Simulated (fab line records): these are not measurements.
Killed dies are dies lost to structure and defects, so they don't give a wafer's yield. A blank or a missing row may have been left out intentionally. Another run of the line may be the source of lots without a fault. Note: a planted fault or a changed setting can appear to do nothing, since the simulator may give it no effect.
fab line records	flow n5Finfet
[record] lots = 5	wafers = 15	lastDay = 17
route steps=1938 shown BEOL_M13@1707 BEOL_M14@1716 PASSIVATION@1936
lots that met no fault: from a run of the same line without faults
startH: hours from the record's first day to the start of the lot's first wafer shown	waitH: hours from the lot's prior step to this one	" same as the row above	L1.1+2: several wafers, shown together as one row	- either no value or no given start	* or withheld: withheld	< > ~ a bound
route shown NAME@n: names a module that has steps shown in the file, with the first one's number in the route	usual: the fault-free wafers' mean and standard deviation	same: alike in all rows	chamber/n: place in a boat	sites: each site's reading	_std_site: their standard deviation	_edge_site: mean of outer sites minus mean of inner sites	radiusMm: for every site, how far away it sits from the centre of the wafer	mask NAME#n: copy n	behind: the tool/chamber that last shaped the wafer	hold: the reason the lot was held/the length of the hold in hours/how it ended	device: which transistor (n, p or np) failed to switch	end of line: the same wafers' tests at the end of the route	where a step has no rows: the recipe by itself	killed: not the wafer's yield, but the dies lost to structure and defects at the first sort	map: per-die view of a wafer (x killed, . not killed, _ where there is no die)
set.NAME: the setting as run; set.NAME@STEP: as run at that earlier step	model.NAME: the simulator's own value behind a step, which no gauge read
lots at selected steps of the route; one table per step, one row per wafer
services: a tool's chamber out of use, with start hour (startH, from the record's first day; less than 0 if before it), hours out, and reason
[[steps]]
[step N5_BEOL_M13_SPUTTER_45]
[recipe] material = Cu	targetThkA = 800	tempC = -20	biasV = 60	powerW = 26000	chamberPressurePa = 0.13	timeS = 13.33
[step N5_BEOL_M13_ECD_47]
[recipe] material = Cu	targetThkA = 9360
[step N5_BEOL_M13_ANNEAL_48]
[recipe] tempC = 225	timeS = 90	ambient = N2
[usual] wafer_temp_C_max = 225.84/0.24
lot.wafer	tool	chamber	startH	waitH	wafer_temp_C_max
L462.1	rtpAnneal-01	0	249.56	0.1	225.76
L462.2	"	0	"	"	226.00
L462.5	"	0	"	"	225.77
L463.3	rtpAnneal-02	0	261.96	0.2	225.86
L463.4	"	0	"	"	225.83
L463.5	"	0	"	"	225.91
L472.2	rtpAnneal-02	0	306.71	0.2	225.47
L472.4	"	0	"	"	225.57
L472.6	"	0	"	"	225.49
L478.1	rtpAnneal-01	0	366.27	0.1	226.06
L478.2	"	0	"	"	226.04
L478.3	"	0	"	"	226.07
L481.1	rtpAnneal-01	0	379.01	0.1	226.04
L481.4	"	0	"	"	226.36
L481.5	"	0	"	"	225.78
[step N5_BEOL_M13_CMP_49]
[recipe] stopOn = SiOC	tOverpolishS = 17.1	downForcePsi = 1	platenRpm = 50	clearingPlatenDownForcePsi = 1.5	clearingPlatenRpm = 50	postCmpClean = cuAlkaline	targetThkNm = 420	clearingPlatenPadVelocityMS = 0.99484	padVelocityMS = 0.99484
[step N5_BEOL_M13_THK_MEAS_50]
[recipe] thkMeasGauge = xrf	reads = Cu_of_BEOL_M13_ECD_47
[usual] M13_THK = 423/7.6
lot.wafer	tool	chamber	startH	waitH	M13_THK[nm]
L462.1	filmMetro-02	-	250.15	-	440
L462.2	"	-	"	"	435
L462.5	"	-	"	"	435
L463.3	filmMetro-01	-	262.46	-	430
L463.4	"	-	"	"	437
L463.5	"	-	"	"	433
L472.2	filmMetro-02	-	307.25	-	426
L472.4	"	-	"	"	423
L472.6	"	-	"	"	416
L478.1	filmMetro-02	-	366.87	-	416
L478.2	"	-	"	"	420
L478.3	"	-	"	"	423
L481.1	filmMetro-01	-	379.61	-	412
L481.4	"	-	"	"	409
L481.5	"	-	"	"	413
[step N5_BEOL_M13_PRE_CLEAN_52]
[recipe] gas = NH3	timeS = 15	tempC = withheld	rfPowerW = 300
[step N5_BEOL_M13_DEP_53]
[recipe] material = SiCN	targetThkA = 500	tempC = withheld	precursor = 3MS/NH3	pressureTorr = 3	rfW = 675	timeS = 17.8
[usual] showerheadPlenumPTorr = 4.160/0.019	throttleValvePct = 18.3/1.1
lot.wafer	tool	chamber	startH	waitH	showerheadPlenumPTorr	throttleValvePct
L462.1	pecvd-03	0	250.21	0.0	4.162	18.3
L462.2	"	2	"	"	4.131	17.2
L462.5	"	1	"	"	4.174	20.1
L463.3	pecvd-03	1	262.52	0.0	4.172	19.9
L463.4	"	1	"	"	4.172	20.3
L463.5	"	2	"	"	4.137	17.5
L472.2	pecvd-02	0	307.32	0.0	4.189	18.9
L472.4	"	2	"	"	4.156	17.4
L472.6	"	0	"	"	4.189	18.6
L478.1	pecvd-03	1	366.93	0.0	4.173	20.0
L478.2	"	2	"	"	4.144	17.6
L478.3	"	0	"	"	4.157	18.3
L481.1	pecvd-04	2	379.67	0.0	4.170	17.0
L481.4	"	2	"	"	4.174	17.1
L481.5	"	1	"	"	4.131	17.5
[step N5_BEOL_M13_RS_MEAS_54]
[recipe] thkMeasGauge = four-point-probe	reads = Cu_of_BEOL_M13_ECD_47+Ta_of_BEOL_M13_SPUTTER_44+TaN_of_BEOL_M13_SPUTTER_43
[usual] M13_RS = 0.0452/0.00077
lot.wafer	tool	chamber	startH	waitH	M13_RS[ohm/sq]
L462.1	filmMetro-01	-	250.28	0.0	0.0442
L462.2	"	-	"	"	0.0446
L462.5	"	-	"	"	0.0448
L463.3	filmMetro-01	-	262.59	0.1	0.0440
L463.4	"	-	"	"	0.0432
L463.5	"	-	"	"	0.0438
L472.2	filmMetro-01	-	307.38	0.1	0.0446
L472.4	"	-	"	"	0.0448
L472.6	"	-	"	"	0.0459
L478.1	filmMetro-02	-	366.99	0.0	0.0459
L478.2	"	-	"	"	0.0459
L478.3	"	-	"	"	0.0455
L481.1	filmMetro-01	-	379.73	0.0	0.0462
L481.4	"	-	"	"	0.0462
L481.5	"	-	"	"	0.0457
[step N5_BEOL_M13_INSPECT_55]
[recipe] inspectInstrument = darkfield	mode = postDep
[usual] rawDefectCount = 68/25
lot.wafer	tool	chamber	startH	waitH	rawDefectCount
L462.1	defectInspect-02	-	250.30	0.0	73
L462.2	"	-	"	"	102
L462.5	"	-	"	"	95
L463.3	defectInspect-01	-	262.62	0.0	65
L463.4	"	-	"	"	106
L463.5	"	-	"	"	141
L472.2	defectInspect-01	-	307.41	0.0	65
L472.4	"	-	"	"	63
L472.6	"	-	"	"	22
L478.1	defectInspect-02	-	367.02	0.0	99
L478.2	"	-	"	"	92
L478.3	"	-	"	"	81
L481.1	defectInspect-02	-	379.76	0.0	86
L481.4	"	-	"	"	71
L481.5	"	-	"	"	113
[step N5_BEOL_M14_ILD_DEP_00]
[recipe] material = SiO2	targetThkA = 11193	tempC = 400	precursor = TEOS/O2	pressureTorr = 6.5	rfW = 900	teosFlowSccm = 161.4	gas = O2	flowSccm = 2650	timeS = 237.4
[step N5_BEOL_M14_THK_MEAS_01]
[recipe] reads = SiO2_of_BEOL_M14_ILD_DEP_00
[usual] M14_ILD_THK = 1118/15
lot.wafer	tool	chamber	startH	waitH	M14_ILD_THK[nm]
L462.1	filmMetro-02	-	250.53	0.1	1101
L462.2	"	-	"	"	1105
L462.5	"	-	"	"	1114
L463.3	filmMetro-02	-	262.84	0.1	1087
L463.4	"	-	"	"	1117
L463.5	"	-	"	"	1106
L472.2	filmMetro-02	-	307.64	0.1	1101
L472.4	"	-	"	"	1127
L472.6	"	-	"	"	1114
L478.1	filmMetro-02	-	367.25	0.1	1113
L478.2	"	-	"	"	1111
L478.3	"	-	"	"	1114
L481.1	filmMetro-02	-	379.99	0.1	1121
L481.4	"	-	"	"	1133
L481.5	"	-	"	"	1143
[step N5_BEOL_M14_COAT_58]
[recipe] resist = BARC	tempC = 205	timeS = 60	spinRpm = 1500	resistThkNm = 89
[step N5_BEOL_M14_COAT_04]
[recipe] spinRpm = 1704	resistThkNm = 800
[usual] resistLineTempC = 23.03/0.098	spinSpeedRpm = 1704.1/1.1
lot.wafer	tool	chamber	startH	waitH	resistLineTempC	spinSpeedRpm	model.coat_of_BEOL_M14_COAT_04.thkNm
L462.1	lithoTrack-04	0	250.57	-	23.16	1705.3	800.2
L462.2	"	0	"	"	23.09	1704.3	800.4
L462.5	"	0	"	"	23.22	1705.4	801
L463.3	lithoTrack-01	0	262.88	-	23.01	1704.1	802
L463.4	"	0	"	"	23.04	1704.1	801.6
L463.5	"	0	"	"	22.99	1704.0	799.6
L472.2	lithoTrack-04	0	307.67	-	22.99	1756.9	787.4
L472.4	"	0	"	"	22.95	1755.5	788.2
L472.6	"	0	"	"	22.87	1755.8	787
L478.1	lithoTrack-05	0	367.28	-	23.26	1703.6	803.8
L478.2	"	0	"	"	22.93	1703.1	805.4
L478.3	"	0	"	"	23.03	1703.1	804.2
L481.1	lithoTrack-05	0	380.02	-	23.07	1703.5	799
L481.4	"	0	"	"	23.16	1704.2	799.4
L481.5	"	0	"	"	23.16	1702.8	798.8
[step N5_BEOL_M14_EBR_06]
[recipe] solvent = PGMEA	ebrWidthMm = 1.5
[step N5_BEOL_M14_SOFTBAKE_05]
[recipe] tempC = 130	timeS = 60
[step N5_BEOL_M14_EXPOSE_07]
[recipe] maskId = V13	na = 0.8	sourceShape = annular	sigmaInner = 0.5	sigmaOuter = 0.8	polarization = unpolarized	attpsmPhaseDeg = 180	doseMj = 57
[step N5_BEOL_M14_PEB_08]
[recipe] pebTempC = 130	pebTimeS = 90
[step N5_BEOL_M14_DEVELOP_09]
[recipe] developTimeS = 45	rinseLiquid = diw	dry = airSpin	devTempC = 21
[step N5_BEOL_M14_HARDBAKE_14]
[recipe] tempC = 130	timeS = 120
[step N5_BEOL_M14_CD_MEAS_10]
[recipe] targetCdNm = 250	landingEnergyEv = 500	detector = seInlens	polarity = opening
[usual] cdNm = 249.7/1.5
lot.wafer	tool	chamber	startH	waitH	cdNm
L462.1	cdSem-01	0	250.84	-	250.4
L462.2	"	0	"	"	249.3
L462.5	"	0	"	"	248.9
L463.3	cdSem-03	0	263.27	-	249.3
L463.4	"	0	"	"	248.8
L463.5	"	0	"	"	250.4
L472.2	cdSem-02	0	308.07	-	251.1
L472.4	"	0	"	"	249.4
L472.6	"	0	"	"	251.2
L478.1	cdSem-02	0	367.55	-	245.4
L478.2	"	0	"	"	246.9
L478.3	"	0	"	"	247.1
L481.1	cdSem-01	0	380.42	-	247.7
L481.4	"	0	"	"	247.1
L481.5	"	0	"	"	249.6
[step N5_BEOL_M14_OVL_MEAS_11]
[recipe] pointsPerWafer = 44
[usual] V13_OVL = 1/6.4
lot.wafer	tool	chamber	startH	waitH	V13_OVL[nm]
L462.1	overlay-01	0	250.87	0.0	1
L462.2	"	0	"	"	2
L462.5	"	0	"	"	6
L463.3	overlay-01	0	263.30	0.0	2
L463.4	"	0	"	"	9
L463.5	"	0	"	"	7
L472.2	overlay-02	0	308.10	0.0	-3
L472.4	"	0	"	"	3
L472.6	"	0	"	"	-5
L478.1	overlay-02	0	367.58	0.0	-1
L478.2	"	0	"	"	6
L478.3	"	0	"	"	7
L481.1	overlay-01	0	380.45	0.0	-3
L481.4	"	0	"	"	-10
L481.5	"	0	"	"	-9
[step N5_BEOL_M14_INSPECT_12]
[recipe] mode = adi	inspectInstrument = macro
[usual] rawDefectCount = 1.8/1.3
lot.wafer	tool	chamber	startH	waitH	rawDefectCount
L462.1	defectInspect-02	-	250.89	0.0	3
L462.2	"	-	"	"	2
L462.5	"	-	"	"	1
L463.3	defectInspect-02	-	263.33	0.0	1
L463.4	"	-	"	"	1
L463.5	"	-	"	"	2
L472.2	defectInspect-01	-	308.12	0.0	1
L472.4	"	-	"	"	2
L472.6	"	-	"	"	0
L478.1	defectInspect-01	-	367.61	0.0	2
L478.2	"	-	"	"	1
L478.3	"	-	"	"	1
L481.1	defectInspect-02	-	380.47	0.0	3
L481.4	"	-	"	"	1
L481.5	"	-	"	"	1
[step N5_BEOL_M14_DESCUM_15]
[recipe] chemistry = O2	timeS = 7.9	sourcePowerW = 50	biasPowerW = 20	pressureMtorr = 20	rfFrequencyHz = 2.712e+07	tempC = 40	o2FlowSccm = 225
[usual] biasPowerW = 20.00/0.057	drypumpMotorCurrentA = 5.7/0.43	oesProductAu = 0.80/0.088	rfVppV = 243.8/1.1	showerheadPlenumPTorr = 2.13/0.044	throttleValvePct = 20.34/0.21
lot.wafer	tool	chamber	startH	waitH	biasPowerW	drypumpMotorCurrentA	oesProductAu	rfHoursCounterH	rfVppV	showerheadPlenumPTorr	throttleValvePct
L462.1	rieDiel-01	1	250.94	0.0	19.94	5.7	0.75	137	243.7	2.19	20.40
L462.2	"	0	"	"	19.93	6.3	0.72	212	244.1	2.16	20.40
L462.5	"	1	"	"	19.94	5.7	0.75	-	243.8	2.19	20.40
L463.3	rieDiel-03	3	263.36	0.0	20.06	5.3	0.68	228	242.2	2.15	20.48
L463.4	"	1	"	"	19.98	5.3	0.82	-	243.7	2.13	20.54
L463.5	"	0	"	"	19.90	5.9	0.85	-	244.7	2.21	20.31
L472.2	rieDiel-05	0	308.15	0.0	19.90	6.5	0.69	250	242.9	2.13	20.22
L472.4	"	3	"	"	20.01	5.7	0.90	29	242.3	2.05	20.49
L472.6	"	2	"	"	20.05	5.9	0.86	-	243.6	2.11	20.24
L478.1	rieDiel-03	3	368.06	0.5	20.02	5.3	0.97	2	244.6	2.14	20.01
L478.2	"	0	"	"	20.01	5.8	0.80	107	243.6	2.19	20.37
L478.3	"	1	"	"	20.00	5.3	0.78	113	242.3	2.12	20.59
L481.1	rieDiel-05	2	380.79	0.3	20.07	5.9	0.81	63	243.3	2.10	20.28
L481.4	"	0	"	"	20.06	6.5	0.92	19	244.8	2.13	19.84
L481.5	"	2	"	"	20.03	5.9	0.81	-	243.4	2.11	20.27
[step N5_BEOL_M14_ETCH_59]
[recipe] chemistry = N2/H2	target = BARC	targetDepthA = 890	overetchA = 267	timeS = 67.9	ionEnergyEv = 200	pressureMtorr = 30	sourceW = 840	biasW = 150	n2FlowSccm = 200	h2FlowSccm = 200
[usual] drypumpMotorCurrentA = 5.7/0.43	n2FlowSccm = 200.0/0.62	oesProductAu = 0.69/0.072	rfVppV = 525.2/1.8	showerheadPlenumPTorr = 2.59/0.057	throttleValvePct = 17.81/0.19
lot.wafer	tool	chamber	startH	waitH	drypumpMotorCurrentA	n2FlowSccm	oesProductAu	rfHoursCounterH	rfVppV	showerheadPlenumPTorr	throttleValvePct
L462.1	rieDiel-01	1	250.99	0.0	5.7	200.5	0.64	137	527.7	2.68	17.97
L462.2	"	0	"	"	6.4	199.8	0.62	212	526.5	2.61	17.78
L462.5	"	1	"	"	5.7	199.6	0.65	-	526.2	2.68	17.96
L463.3	rieDiel-03	3	263.40	0.0	5.3	199.7	0.59	228	525.5	2.63	18.06
L463.4	"	1	"	"	5.4	199.4	0.70	-	524.1	2.56	17.78
L463.5	"	0	"	"	5.9	199.2	0.72	-	526.7	2.69	17.74
L472.2	rieDiel-05	0	308.19	0.0	6.5	199.6	0.59	250	524.3	2.60	17.80
L472.4	"	3	"	"	5.7	200.2	0.77	29	521.1	2.50	18.07
L472.6	"	2	"	"	6.0	200.3	0.73	-	526.4	2.59	17.81
L478.1	rieDiel-03	3	368.10	0.0	5.2	199.9	0.82	2	525.6	2.62	17.60
L478.2	"	0	"	"	5.9	199.5	0.68	107	527.4	2.67	17.82
L478.3	"	1	"	"	5.3	200.8	0.67	113	524.7	2.55	17.84
L481.1	rieDiel-05	2	380.82	0.0	6.0	200.9	0.71	63	525.0	2.58	17.83
L481.4	"	0	"	"	6.4	200.6	0.79	19	525.0	2.59	17.39
L481.5	"	2	"	"	5.9	200.6	0.71	-	525.9	2.58	17.85
[step N5_BEOL_M14_VIA_ETCH_16]
[recipe] chemistry = C4F8/O2/Ar	target = SiO2	heInnerTorr = 15	heOuterTorr = 30	targetDepthA = 12313	timeS = withheld	ionEnergyEv = 800	pressureMtorr = 20	sourceW = 1905	biasW = 2040	Ar_flow_sccm = 400	C4F8_flow_sccm = 16	O2_flow_sccm = 12	ends = cleared
[usual] C4F8_flow_sccm = 15.99/0.047	drypumpMotorCurrentA = 5.7/0.43	oesProductAu = 0.72/0.079	rfVppV = 2224/28	showerheadPlenumPTorr = 3.50/0.071	throttleValvePct = 30.80/0.26
lot.wafer	tool	chamber	startH	waitH	C4F8_flow_sccm	drypumpMotorCurrentA	oesProductAu	rfVppV	showerheadPlenumPTorr	throttleValvePct	model.coat_of_BEOL_M14_COAT_04.thkNm
L462.1	rieDiel-01	1	251.07	0.1	16.06	5.7	0.68	2213	3.56	30.63	452.6
L462.2	"	0	"	"	16.02	6.4	0.64	2224	3.56	30.91	457.2
L462.5	"	1	"	"	16.01	5.7	0.68	2211	3.56	30.64	450
L463.3	rieDiel-03	3	263.45	0.0	16.03	5.3	0.61	2216	3.53	30.90	468.2
L463.4	"	1	"	"	16.01	5.3	0.75	2213	3.50	31.05	457
L463.5	"	0	"	"	15.94	5.9	0.76	2276	3.63	30.83	456.8
L472.2	rieDiel-05	0	308.24	0.0	15.97	6.5	0.61	2222	3.52	30.71	449.4
L472.4	"	3	"	"	15.91	5.7	0.81	2254	3.38	31.16	441.6
L472.6	"	2	"	"	15.99	5.9	0.78	2226	3.48	30.74	444
L478.1	rieDiel-03	3	368.15	0.0	16.01	5.2	0.86	2215	3.51	30.46	460.6
L478.2	"	0	"	"	16.01	5.8	0.72	2273	3.61	30.88	461.8
L478.3	"	1	"	"	15.92	5.3	0.71	2212	3.48	31.11	460.4
L481.1	rieDiel-05	2	380.87	0.0	16.02	5.9	0.74	2223	3.47	30.76	454.4
L481.4	"	0	"	"	15.99	6.4	0.82	2221	3.51	30.42	452
L481.5	"	2	"	"	15.99	5.9	0.74	2224	3.47	30.75	449.6
[step N5_BEOL_M14_STRIP_63]
[recipe] chemistry = O2	powerW = 600	tempC = 60	pressureMtorr = 30	rfFrequencyHz = 6e+07	biasPowerW = 0	overashFraction = 0.3	o2FlowSccm = 225
[usual] drypumpMotorCurrentA = 5.7/0.43	oesProductAu = 0.80/0.088	rfVppV = 3.6/0.9	showerheadPlenumPTorr = 2.14/0.044	throttleValvePct = 16.58/0.2
[same] biasPowerW = 0
lot.wafer	tool	chamber	startH	waitH	drypumpMotorCurrentA	oesProductAu	rfHoursCounterH	rfVppV	showerheadPlenumPTorr	throttleValvePct
L462.1	rieDiel-01	1	-	-	5.7	0.75	138	2.2	2.20	16.62
L462.2	"	0	"	"	6.4	0.73	212	4.7	2.17	16.65
L462.5	"	1	"	"	5.7	0.76	-	2.9	2.19	16.65
L463.3	rieDiel-03	3	-	-	5.2	0.68	228	3.2	2.15	16.76
L463.4	"	1	"	"	5.3	0.82	-	4.5	2.14	16.73
L463.5	"	0	"	"	5.8	0.87	-	3.8	2.21	16.56
L472.2	rieDiel-05	0	-	-	6.4	0.68	250	3.8	2.14	16.54
L472.4	"	3	"	"	5.7	0.88	29	2.9	2.05	16.70
L472.6	"	2	"	"	5.9	0.85	-	3.0	2.12	16.47
L478.1	rieDiel-03	3	-	-	5.2	0.97	2	3.4	2.14	16.24
L478.2	"	0	"	"	5.9	0.80	107	3.4	2.20	16.60
L478.3	"	1	"	"	5.3	0.78	113	3.8	2.12	16.80
L481.1	rieDiel-05	2	-	-	5.9	0.81	63	2.6	2.11	16.50
L481.4	"	0	"	"	6.4	0.93	19	2.8	2.13	16.07
L481.5	"	2	"	"	5.9	0.80	-	2.5	2.11	16.52
[step N5_PASSIVATION_PROBE_49]
[usual] defectLimitedYield = 91.1/1.3	killed_at_M0_to_M3 = 35/11	killed_at_M4_up = 13/5.4	killedAtContacts = 14/6.5	killedAtFrontEnd = 41/11	killedAtOther = 4/3.1	killedDies = 106/15	killedOpen = 69/12	killedShort = 35/7	sort_bin_5_function = 5.2/0.86	sort_bin_6_memory = 3.4/0.64	sortNPass = 1074/15	sortYieldPct = 91.0/1.3
[same] grossDies = 1180	killedAtBackSide = 0	sort_bin_4_leakage[%] = 0	sort_bin_8_speed[%] = 0
lot.wafer	tool	chamber	startH	waitH	defectLimitedYield[%]	killed_at_M0_to_M3	killed_at_M4_up	killedAtContacts	killedAtFrontEnd	killedAtOther	killedDies	killedOpen	killedShort	sort_bin_5_function[%]	sort_bin_6_memory[%]	sortNPass	sortYieldPct[%]
L472.6	prober-02	-	336.68	0.3	90.7	41	11	13	32	13	110	66	39	5.3	3.6	1070	90.7
// killed by level:class
L472.6 MOL_CONTACT_COAG:geometricParticle:open=12 BEOL_M1:geometricParticle:open=11 BEOL_M0_SAQP:geometricParticle:short=10 BEOL_M0_SAQP:geometricParticle:open=8 FIN_SAQP:geometricParticle:short=5 BEOL_M2:geometricParticle:short=5 STARTING-WAFER:geometricParticle:open=5 STI_FIN_REVEAL:geometricParticle:open=4
[[services]]
tool	chamber	startH	hours	kind
rieDiel-05	-	228.13	0.4	repair
rieDiel-01	3	235.05	61.9	repair
pecvd-03	-	252.74	1.0	repair
rieDiel-03	2	254.30	-	clean
rieDiel-03	2	254.30	-	consumableReplace:focusRing
rieDiel-05	2	271.67	4.7	repair
rtpAnneal-01	-	272.61	3.5	pm
rieDiel-01	0	275.58	5.2	repair
rieDiel-05	1	291.08	6.5	repair
rieDiel-03	1	302.27	7.5	repair
rieDiel-05	0	309.54	-	clean
rieDiel-05	0	309.54	-	consumableReplace:focusRing
rieDiel-05	0	309.54	12.0	scheduledDown
rieDiel-05	0	309.54	12.0	ventCycle
rieDiel-03	3	315.27	-	clean
rieDiel-03	3	315.27	-	consumableReplace:focusRing
rieDiel-03	3	315.27	38.3	scheduledDown
rieDiel-03	3	315.27	38.3	ventCycle
rieDiel-01	0	317.42	11.6	repair
rieDiel-01	3	320.48	100.8	repair
rieDiel-03	2	326.80	3.5	repair
rieDiel-05	1	347.17	6.4	repair
pecvd-02	2	356.25	2.6	repair
rieDiel-03	3	360.01	6.0	repair
[[key]]
[firstSign] step = N5_BEOL_M14_COAT_04	reading = spinSpeedRpm	direction = up	sigmas = 48	usual = *	struck = *
effect none on later readings
[modelEffect] step = N5_BEOL_M14_COAT_04	value = coat_of_BEOL_M14_COAT_04.thkNm	without = 799.7	struck = 787.5
[modelEffect] step = N5_BEOL_M14_VIA_ETCH_16	value = coat_of_BEOL_M14_COAT_04.thkNm	without = 457.2	struck = 445
metAt N5_BEOL_M14_COAT_04
struckWafers L472.2,L472.4,L472.6
onsetBetween 250.57 307.67
[earlierFault] kind = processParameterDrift	tool = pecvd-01	chamber = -	onsetH = 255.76	steps = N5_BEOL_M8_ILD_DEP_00	channel = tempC	offset = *	shape = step	actsIn = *	stated = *
[fault] kind = processParameterDrift	tool = lithoTrack-04	chamber = -	onsetH = 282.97	steps = N5_BEOL_M14_COAT_04	channel = spinRpm	offset = *	shape = step	actsIn = *	stated = *
